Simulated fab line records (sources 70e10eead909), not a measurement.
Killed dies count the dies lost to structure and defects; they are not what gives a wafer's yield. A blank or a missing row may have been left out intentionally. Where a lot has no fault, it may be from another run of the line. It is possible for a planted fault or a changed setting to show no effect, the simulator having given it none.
Which of the tools did it? | flow nand-harc | 7 lots with 21 wafers sampled at 4 steps, on a route of 1302 steps

## WHAT THE GAUGES SHOWED, per wafer
NHARC_A_ONON_D2_THK_MEAS_24: measures by ellipsometry.
lot  | measured     | on            | thk-nm (nm)
L496 | day 13 16:16 | film-metro-02 | 999 1001 998
L504 | day 17 02:13 | film-metro-01 | 878 880 878 878 881 880
L508 | day 18 01:28 | film-metro-01 | 1001 1000 1001
L510 | day 19 12:34 | film-metro-02 | 984 984 985
L514 | day 20 19:08 | film-metro-01 | 1009 1008 1006
L516 | day 22 02:43 | film-metro-01 | 1003 1001 1002
L518 | day 22 14:14 | film-metro-02 | 981 979 980

## EACH LOT AND THE TOOL THAT RAN IT (in order: tool; ch and the chambers of the sampled wafers; start)
lot  | NHARC_A_CHANNEL_FILL_D1_ETCHBACK_08           | NHARC_A_DECK1_JOINT_DEP_16      | NHARC_A_ONON_D2_DEP_22
L496 | rie-diel-04 ch 2,3, day 13 03:38 or earlier   | pecvd-04 ch 0,1,2, day 13 03:38 | pecvd-onon-04 ch 0, day 13 15:46
L504 | rie-diel-09 ch 0,1,3, day 16 13:36 or earlier | pecvd-04 ch 0,1,2, day 16 13:36 | pecvd-onon-04 ch 0, day 17 01:42
L508 | rie-diel-09 ch 1,2,3, day 17 12:55 or earlier | pecvd-04 ch 0,1,2, day 17 12:55 | pecvd-onon-01 ch 0, day 18 00:58
L510 | rie-diel-09 ch 1,2,3, day 19 00:37 or earlier | pecvd-01 ch 0,2, day 19 00:37   | pecvd-onon-03 ch 0, day 19 12:06
L514 | rie-diel-09 ch 0,2,3, day 20 06:50 or earlier | pecvd-01 ch 0,1,2, day 20 06:50 | pecvd-onon-04 ch 0, day 20 18:38
L516 | rie-diel-13 ch 0,2,3, day 21 12:37 or earlier | pecvd-04 ch 0,1,2, day 21 12:37 | pecvd-onon-03 ch 0, day 22 02:20
L518 | rie-diel-13 ch 1,2,3, day 22 02:34 or earlier | pecvd-04 ch 1,2, day 22 02:34   | pecvd-onon-01 ch 0, day 22 13:43
- NHARC_A_CHANNEL_FILL_D1_ETCHBACK_08: etches the open film in C4F8, target depth 220 nm, time 110 s.
- NHARC_A_DECK1_JOINT_DEP_16: deposits SiO2, target thk 45 nm.
- NHARC_A_ONON_D2_DEP_22: target thk 1000 nm.

## THE ANSWER, worked out from the rows above alone
Rule: what is usual is taken from the lots themselves. Put in order of their means at a reading, lots are off if they are a third of the lots or fewer, leave a main group of 4 or more, and stand apart from it by a gap of 3 or more times the standard deviation of the main group's means; of several such gaps the widest counts. Not used: any main group whose means are identical at the precision the tables above print for the reading. A lot without any number at a reading at which 4 lots or more have one is off too. Any other lot the step has rows for is counted as sound.
Off: L504 (NHARC_A_ONON_D2_THK_MEAS_24, thk-nm). The main group: mean 996 nm, standard deviation 10.
A tool fits if, at a process step before that reading, it ran every lot that is off, and no sound lot after the first of them. Those tools and the gauges at NHARC_A_ONON_D2_THK_MEAS_24 are tried in the same way. NHARC_A_CHANNEL_FILL_D1_ETCHBACK_08 gives no start for some lots, so the hours and the order of its lots are those of NHARC_A_DECK1_JOINT_DEP_16. No candidate that was tried fits.

## WHAT THE SIMULATOR HAD INSERTED
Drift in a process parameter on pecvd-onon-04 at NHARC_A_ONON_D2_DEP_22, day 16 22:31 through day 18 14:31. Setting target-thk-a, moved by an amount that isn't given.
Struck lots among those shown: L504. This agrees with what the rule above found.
